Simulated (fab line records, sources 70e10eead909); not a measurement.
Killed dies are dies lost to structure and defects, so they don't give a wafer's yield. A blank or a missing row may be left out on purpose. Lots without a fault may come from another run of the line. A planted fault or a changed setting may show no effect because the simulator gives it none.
Chamber matching | flow nand_harc | NHARC_P_M1_STRIP_18 on rie_diel-07: 4 sister chambers
The step strips in N2/H2. 30 wafers are shown with their chamber, then 12 later ones without.

WAFERS WITH THEIR CHAMBER
wafer  | chamber | showerhead_plenum_p_Torr (Torr) | drypump_motor_current_A (A) | rf_vpp_V (V)
L075.3 | 3       | 1.92                            | 5.5                         | 89.2
L075.4 | 1       | 1.95                            | 6.2                         | 91.1
L075.6 | 0       | 2.18                            | 5.6                         | 92.1
L077.2 | 1       | 1.95                            | 6.2                         | 89.8
L077.3 | 0       | 2.18                            | 5.6                         | 91.1
L077.5 | 3       | 1.92                            | 5.6                         | 89.8
L078.1 | 3       | 1.92                            | 5.6                         | 90.3
L078.4 | 1       | 1.95                            | 6.2                         | 89.6
L078.5 | 0       | 2.18                            | 5.6                         | 91.5
L079.2 | 2       | 2.02                            | 6.5                         | 89.7
L079.5 | 2       | 2.02                            | 6.5                         | 90.3
L079.6 | 3       | 1.92                            | 5.6                         | 89.7
L080.3 | 3       | 1.92                            | 5.5                         | 90.7
L080.5 | 1       | 1.95                            | 6.2                         | 89.5
L080.6 | 2       | 2.02                            | 6.5                         | 90.5
L085.2 | 2       | 2.02                            | 6.5                         | 89.4
L085.4 | 3       | 1.92                            | 5.6                         | 89.6
L085.6 | 0       | 2.18                            | 5.6                         | 93.0
L087.2 | 3       | 1.92                            | 5.6                         | 90.6
L087.4 | 2       | 2.02                            | 6.5                         | 91.5
L087.6 | 0       | 2.18                            | 5.6                         | 92.7
L088.1 | 0       | 2.18                            | 5.6                         | 92.1
L088.2 | 1       | 1.94                            | 6.2                         | 91.8
L088.5 | 3       | 1.92                            | 5.5                         | 89.1
L089.4 | 2       | 2.02                            | 6.5                         | 90.3
L089.5 | 1       | 1.95                            | 6.2                         | 90.0
L089.6 | 2       | 2.02                            | 6.5                         | 90.5
L090.1 | 0       | 2.18                            | 5.6                         | 92.7
L090.4 | 3       | 1.91                            | 5.5                         | 89.4
L090.5 | 1       | 1.94                            | 6.2                         | 89.2

SIGNATURES (means of the wafers above)
reading                  | chamber 0 | chamber 1 | chamber 2 | chamber 3 | scatter within a chamber
showerhead_plenum_p_Torr | 2.1800    | 1.9471    | 2.0200    | 1.9189    | 0.00299
drypump_motor_current_A  | 5.600     | 6.200     | 6.500     | 5.556     | 0.0292
rf_vpp_V                 | 92.171    | 90.143    | 90.314    | 89.822    | 0.726
Rule: a wafer's distance from a chamber is the root of the sum, over the readings, of the square of ((its reading less the chamber's mean) divided by the reading's scatter). The wafer belongs to the nearest chamber; if the next one is less than 2 further off, it can't be placed. The scatter: the root of (the sum of the squares of (reading less its chamber's mean) over the shown wafers, divided by (wafers less chambers)).

WAFERS WITHOUT THEIR CHAMBER
wafer  | showerhead_plenum_p_Torr (Torr) | drypump_motor_current_A (A) | rf_vpp_V (V)
L092.1 | 1.91                            | 5.5                         | 88.2
L092.2 | 1.94                            | 6.2                         | 90.8
L092.6 | 2.18                            | 5.6                         | 92.1
L093.2 | 1.94                            | 6.1                         | 89.8
L093.3 | 2.18                            | 5.6                         | 91.1
L093.6 | 1.91                            | 5.5                         | 91.0
L095.2 | 2.18                            | 5.6                         | 92.2
L095.3 | 1.91                            | 5.5                         | 90.4
L095.6 | 1.91                            | 5.5                         | 88.7
L097.3 | 1.94                            | 6.2                         | 90.5
L097.4 | 2.02                            | 6.5                         | 91.1
L097.6 | 2.18                            | 5.6                         | 91.0

WHICH CHAMBER EACH WENT THROUGH
wafer  | from the rows above | in truth
L092.1 | 3                   | 3
L092.2 | 1                   | 1
L092.6 | 0                   | 0
L093.2 | 1                   | 1
L093.3 | 0                   | 0
L093.6 | 3                   | 3
L095.2 | 0                   | 0
L095.3 | 3                   | 3
L095.6 | 3                   | 3
L097.3 | 1                   | 1
L097.4 | 2                   | 2
L097.6 | 0                   | 0
Placed correctly: 12 of 12. Can't be placed from these rows: 0. Placed wrongly: 0.
